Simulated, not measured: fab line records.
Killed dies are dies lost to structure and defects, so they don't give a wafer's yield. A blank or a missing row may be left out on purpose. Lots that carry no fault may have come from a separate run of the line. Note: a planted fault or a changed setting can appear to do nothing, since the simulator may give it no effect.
A lot that was struck, set against a sound lot    flow nand-harc    15 out of 1159 route steps
Sound: these wafers, L794.2, L794.4, L794.5. Wafers struck: L801.2, L801.3. The cause is named last.
At each step with rows: each side's tool, then ch and its chambers, then its first start. Under that, the readings that differ: sound wafers    struck wafers    difference of the means    sigmas: that difference in standard deviations of wafers without a fault.
alike: readings with means less than 2 such deviations apart, plus words and numbers identical on both sides. not compared: withheld readings, readings lacking a value on some wafer, bounds such as >300 that could conceal the same value, and numbers that have no deviation in the record and whose values overlap.
Wherever a step has rows on one side only, a row that says differs or no value, or a row with sigmas, the two part there. Numbers that don't overlap but have no deviation are shown without sigmas and don't part them. Lack of a reading on every wafer of one side parts them only where that side has two or more wafers.

NHARC_A_CHANNEL_HOLE_D1_ETCH_19: etches the open film in C4F8/O2/Ar, time 34.5 s.
  sound on har-etch-01 ch 0,1, day 9 06:26; struck on har-etch-01 ch 1, day 10 12:03
  alike: drypump-motor-current-A, run-length-s, showerhead-plenum-p-Torr, throttle-valve-pct
  not compared: rf-hours-counter-h
NHARC_A_CHANNEL_HOLE_D1_ETCH_20: etches the open film in C4F8/O2/Ar, time 361.9 s, target depth 1600 nm.
  sound on har-etch-01 ch 0,1, day 9 06:32; struck on har-etch-01 ch 1, day 10 12:11
  alike: drypump-motor-current-A, showerhead-plenum-p-Torr, throttle-valve-pct
  not compared: rf-hours-counter-h, run-length-s
then, 2 steps without rows for these wafers: NHARC_A_CHANNEL_HOLE_D1_ETCH_21 (etches the open film in C4F8/O2/Ar, time 514.3 s, target depth 1600 nm); NHARC_A_CHANNEL_HOLE_D1_ETCH_22 (etches the open film in C4F8/O2/Ar, time 666.7 s, target depth 1600 nm).
NHARC_A_CHANNEL_HOLE_D1_ETCH_23: etches the open film in C4F8/O2/Ar, time 819 s, target depth 1600 nm.
  sound on har-etch-01 ch 0,1, day 9 07:52; struck on har-etch-01 ch 1, day 10 13:34
  alike: drypump-motor-current-A, showerhead-plenum-p-Torr, throttle-valve-pct
  not compared: rf-hours-counter-h, run-length-s
then, 2 steps without rows for these wafers: NHARC_A_CHANNEL_HOLE_D1_ETCH_24 (etches the open film in C4F8/O2/Ar, time 906.2 s, target depth 1500 nm); NHARC_A_CHANNEL_HOLE_D1_ETCH_25 (etches the open film in C4F8/O2/Ar, time 1040.2 s, target depth 1500 nm).
NHARC_A_CHANNEL_HOLE_D1_ETCH_26: etches the open film in C4F8/O2/Ar, time 224.1 s, target depth 300 nm.
  sound on har-etch-01 ch 0,1, day 9 10:11; struck on har-etch-01 ch 1, day 10 15:50
  alike: drypump-motor-current-A, showerhead-plenum-p-Torr, throttle-valve-pct
  not compared: rf-hours-counter-h, run-length-s
NHARC_A_CHANNEL_HOLE_D1_ETCH_33: etches the open film in C4F8/O2/Ar, time 90 s, target depth 400 nm.
  sound on har-etch-01 ch 0,1, day 9 10:23; struck on har-etch-01 ch 1, day 10 16:01
  alike: drypump-motor-current-A, run-length-s, showerhead-plenum-p-Torr, throttle-valve-pct
  not compared: rf-hours-counter-h
then, 3 steps without rows for these wafers: NHARC_A_CHANNEL_HOLE_D1_STRIP_41 (strips in N2/H2); NHARC_A_CHANNEL_HOLE_D1_STRIP_42 (strips in CF4/CHF3); NHARC_A_CHANNEL_HOLE_D1_STRIP_43 (strips in O2/COS).
NHARC_A_CHANNEL_HOLE_D1_ETCH_44: etches the open film in CF4/O2, target depth 140 nm, overetch 14 nm, time 77 s.
  sound on rie-diel-10 ch 2,3, day 9 11:28; struck on rie-diel-10 ch 1,2, day 10 16:46
reading           sound           struck     difference  sigmas
run-length-s (s)  98.0 97.8 98.2  89.2 89.5  -8.7        -26
  alike: drypump-motor-current-A, oes-product-au, rf-vpp-V, showerhead-plenum-p-Torr, throttle-valve-pct
  not compared: rf-hours-counter-h
then, 1 step without rows for these wafers: NHARC_A_CHANNEL_HOLE_D1_STRIP_27 (strips in O2).
-- break in the record here, with 11 days between the starts of the struck wafers on either side (left off in module A_CHANNEL_HOLE_D1, picked up again in module END, where the first step shown is number 1159 on the route) --
NHARC_END_SORT_01:
  the record has rows for the struck wafers here (prober-01 ch 0, day 21 21:31) and none for the sound ones

## WHERE THEY PART
Earliest at NHARC_A_CHANNEL_HOLE_D1_ETCH_44; latest, in this record, at NHARC_END_SORT_01.

WHY: what had been put in by the simulator
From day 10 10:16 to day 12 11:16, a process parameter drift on rie-diel-10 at NHARC_A_CHANNEL_HOLE_D1_ETCH_44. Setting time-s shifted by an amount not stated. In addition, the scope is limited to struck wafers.
